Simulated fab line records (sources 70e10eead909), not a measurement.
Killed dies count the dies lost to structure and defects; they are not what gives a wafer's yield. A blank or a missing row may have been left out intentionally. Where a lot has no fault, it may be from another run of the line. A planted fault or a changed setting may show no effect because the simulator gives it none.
A struck lot beside a sound one ; flow nandHarc ; 15 out of 1159 route steps
Sound: the wafers L593.1, L593.4, L593.5. The struck wafers were L611.3, L611.4, L611.6. At the end, the cause is stated.
Each step with rows lists, per side, the tool, then ch with its chambers, then its first start. Under that, the readings that differ: sound wafers ; struck wafers ; difference of the means ; sigmas: that difference in standard deviations of wafers without a fault.
alike: readings with means less than 2 such deviations apart, plus words and numbers identical on both sides. not compared: withheld readings, readings lacking a value on some wafer, bounds such as >300 that could conceal the same value, and numbers that have no deviation in the record and whose values overlap.
Wherever a step has rows on one side only, a row that says differs or no value, or a row with sigmas, the two part there. Non-overlapping numbers with no deviation appear without sigmas and do not part them. A reading missing from all wafers of one side parts the sides only when that side holds two or more wafers.

first, 1 step without rows for these wafers: NHARC_A_ONON_D1_DEP_00 (target thk 1000 nm).
NHARC_A_ONON_D1_THK_MEAS_02: measures by ellipsometry.
  sound on filmMetro-02 at day 8 00:26; struck on filmMetro-02 at day 12 13:20
reading;sound;struck;difference;sigmas
thkNm (nm);1015 1015 1015;985 984 985;-30;-3
then NHARC_A_ONON_D1_DEP_03 (target thk 1000 nm), 1 step lacking rows for these wafers.
NHARC_A_ONON_D1_THK_MEAS_05: measures by ellipsometry.
  sound on filmMetro-02 at day 8 00:59; struck on filmMetro-02 at day 12 13:55
  alike: thkNm
then NHARC_A_ONON_D1_DEP_06 (target thk 1000 nm), 1 step lacking rows for these wafers.
NHARC_A_ONON_D1_THK_MEAS_08: measures by ellipsometry.
  sound on filmMetro-02 at day 8 01:33; struck on filmMetro-01 at day 12 14:29
  alike: thkNm
then NHARC_A_ONON_D1_DEP_09 (target thk 1000 nm), 1 step lacking rows for these wafers.
NHARC_A_ONON_D1_THK_MEAS_11: measures by ellipsometry.
  sound on filmMetro-01 at day 8 02:07; struck on filmMetro-01 at day 12 15:04
reading;sound;struck;difference;sigmas
thkNm (nm);1005 1006 1006;1025 1025 1024;+19;+2
then NHARC_A_ONON_D1_DEP_12 (target thk 1000 nm), 1 step lacking rows for these wafers.
NHARC_A_ONON_D1_THK_MEAS_14: measures by ellipsometry.
  sound on filmMetro-01 at day 8 02:41; struck on filmMetro-02 at day 12 15:37
  alike: thkNm
then, 1 step without rows for these wafers: NHARC_A_ONON_D1_ANNEAL_15 (time 3600 s).
NHARC_A_ONON_D1_DEP_16: target thk 1000 nm.
  sound on pecvdOnon-04 ch 0, day 8 09:22; struck on pecvdOnon-04 ch 0, day 12 20:13
NHARC_A_ONON_D1_THK_MEAS_18: measures by ellipsometry.
  sound on filmMetro-02 at day 8 09:52; struck on filmMetro-02 at day 12 20:37
reading;sound;struck;difference;sigmas
thkNm (nm);985 985 986;1555 1557 1554;+570;+60
then NHARC_A_ONON_D1_DEP_19 (target thk 1000 nm), 1 step lacking rows for these wafers.
-- break in the record here, with 14 days between the starts of the struck wafers on either side (left off in module A_ONON_D1, picked up again in module END, where the first step shown is number 1159 on the route) --
NHARC_END_SORT_01:
  only the struck wafers appear in the record here, on prober-02 ch 0 at day 27 07:03; the sound ones have no rows

== WHERE THEY PART ==
At NHARC_A_ONON_D1_THK_MEAS_02 first; at NHARC_END_SORT_01 last (within this record only).

WHY: what the simulator had put in
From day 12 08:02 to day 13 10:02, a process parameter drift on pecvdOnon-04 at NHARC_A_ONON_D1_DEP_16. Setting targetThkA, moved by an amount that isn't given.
